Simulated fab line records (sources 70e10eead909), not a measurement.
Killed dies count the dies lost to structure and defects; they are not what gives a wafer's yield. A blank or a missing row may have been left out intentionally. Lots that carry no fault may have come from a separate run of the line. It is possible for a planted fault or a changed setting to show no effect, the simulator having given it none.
Struck lot and sound lot, side by side    flow nand-harc    19 out of 1302 route steps
Sound: these wafers, L601.1, L601.3, L601.6. Struck: wafers L608.3, L608.5, L608.6. The cause is given at the end.
Each step with rows lists, per side, the tool, then ch with its chambers, then its first start. Under that, the readings that differ: sound wafers    struck wafers    difference of the means    sigmas: that difference in standard deviations of wafers without a fault.
alike: readings whose means differ by less than 2 such deviations, and words and numbers that are the same on both sides. not compared: withheld readings, readings that some wafer has no value for, bounds like >300 that may hide the same value, and numbers for which the record gives no deviation and whose values overlap.
The two part at a step that has a row with sigmas, a row that says differs or no value, or rows on one side only. Numbers that have no deviation but don't overlap get no sigmas and don't part them. A reading missing from all wafers of one side parts the sides only when that side holds two or more wafers.

NHARC_A_ONON_D1_INSPECT_32:
  sound on defect-inspect-01 at day 10 02:20; struck on defect-inspect-02 at day 13 02:52
reading           sound     struck      difference  sigmas
raw-defect-count  44 28 44  131 107 77  +66         +3
NHARC_A_CHANNEL_HOLE_D1_DEP_00: deposits aC, target thk 3100 nm.
  sound on acl-dep-02 ch 0, day 10 04:43; struck on acl-dep-02 ch 0, day 13 06:08
  alike: throttle-valve-pct
NHARC_A_CHANNEL_HOLE_D1_DEP_01: deposits SiON, target thk 140 nm.
  sound on pecvd-02 ch 0,1,2, day 10 06:40; struck on pecvd-04 ch 0,2, day 13 07:28
  alike: chamber-pressure-Torr, heater-power-outer-w, heater-power-w
  not compared: since-wet-clean-h
then, 8 steps without rows for these wafers: NHARC_A_CHANNEL_HOLE_D1_DEHYDRATE_02 (time 120 s); NHARC_A_CHANNEL_HOLE_D1_HMDS_03 (time 30 s); NHARC_A_CHANNEL_HOLE_D1_COAT_36 (time 75 s); NHARC_A_CHANNEL_HOLE_D1_COAT_37 (time 65 s); NHARC_A_CHANNEL_HOLE_D1_COAT_04 (resist thk 90 nm); NHARC_A_CHANNEL_HOLE_D1_SOFTBAKE_05 (time 55 s); NHARC_A_CHANNEL_HOLE_D1_EBR_06; NHARC_A_CHANNEL_HOLE_D1_EXPOSE_07 (exposes mask HOLE D1, target cd 100 nm).
NHARC_A_CHANNEL_HOLE_D1_PEB_08: peb time 65 s.
  sound on litho-track-04 ch 0, day 10 07:19; struck on litho-track-01 ch 0, day 13 08:05
reading                   sound                struck                difference  sigmas
heater-power-total-W (W)  156.2 156.1 156.0    158.5 157.3 158.1     +1.9        +4
plate-temp-C (C)          100.10 99.92 100.00  100.76 100.56 100.64  +0.65       +5
then, 1 step without rows for these wafers: NHARC_A_CHANNEL_HOLE_D1_DEVELOP_09 (develop time 35 s).
NHARC_A_CHANNEL_HOLE_D1_CD_MEAS_10: the cd target is 100 nm.
  sound on cd-sem-01 ch 0, day 10 07:23; struck on cd-sem-02 ch 0, day 13 08:10
reading     sound              struck             difference  sigmas
cd-nm (nm)  100.9 100.1 100.3  102.0 102.5 102.3  +1.8        +3
NHARC_A_CHANNEL_HOLE_D1_OVL_MEAS_11:
  sound on overlay-01 at day 10 07:28; struck on overlay-01 at day 13 08:15
  alike: overlay-x-nm, overlay-y-nm
NHARC_A_CHANNEL_HOLE_D1_INSPECT_12:
  sound on defect-inspect-01 at day 10 07:31; struck on defect-inspect-02 at day 13 08:17
  alike: raw-defect-count
NHARC_A_CHANNEL_HOLE_D1_DESCUM_15: chemistry O2, time 3 s.
  sound on rie-diel-06 ch 1,2,3, day 10 07:34; struck on rie-diel-06 ch 0,1, day 13 08:22
reading                             sound              struck             difference  sigmas
model.A_CHANNEL_HOLE_D1.cd-nm (nm)  100.3 100.2 100.3  101.5 102.4 101.6  +1.6        
  alike: drypump-motor-current-A, oes-product-au, rf-vpp-V, showerhead-plenum-p-Torr, throttle-valve-pct
  not compared: rf-hours-counter-h
NHARC_A_CHANNEL_HOLE_D1_ETCH_38: etches the open film in CF4, target depth 39 nm, time 65 s.
  sound on rie-diel-06 ch 0,1, day 10 07:40; struck on rie-diel-06 ch 0,1, day 13 08:26
reading                             sound              struck             difference  sigmas
model.A_CHANNEL_HOLE_D1.cd-nm (nm)  100.4 100.2 100.6  101.9 102.7 101.8  +1.7        
  alike: bias-w, drypump-motor-current-A, oes-product-au, rf-vpp-V, showerhead-plenum-p-Torr, throttle-valve-pct
  not compared: rf-hours-counter-h
NHARC_A_CHANNEL_HOLE_D1_ETCH_39: etches the open film in N2/H2, target depth 260 nm, time 325 s.
  sound on rie-diel-06 ch 1,3; struck on rie-diel-06 ch 0,2,3
  alike: bias-w, drypump-motor-current-A, n2-flow-sccm, oes-product-au, rf-vpp-V, showerhead-plenum-p-Torr, throttle-valve-pct
  not compared: rf-hours-counter-h

WHERE THEY PART
Last at NHARC_A_CHANNEL_HOLE_D1_CD_MEAS_10 as far as this record goes, first at NHARC_A_ONON_D1_INSPECT_32. Later steps at which nothing parts them and some readings are alike: NHARC_A_CHANNEL_HOLE_D1_OVL_MEAS_11, NHARC_A_CHANNEL_HOLE_D1_INSPECT_12, NHARC_A_CHANNEL_HOLE_D1_DESCUM_15, NHARC_A_CHANNEL_HOLE_D1_ETCH_38, NHARC_A_CHANNEL_HOLE_D1_ETCH_39.

WHY: the cause the simulator had injected
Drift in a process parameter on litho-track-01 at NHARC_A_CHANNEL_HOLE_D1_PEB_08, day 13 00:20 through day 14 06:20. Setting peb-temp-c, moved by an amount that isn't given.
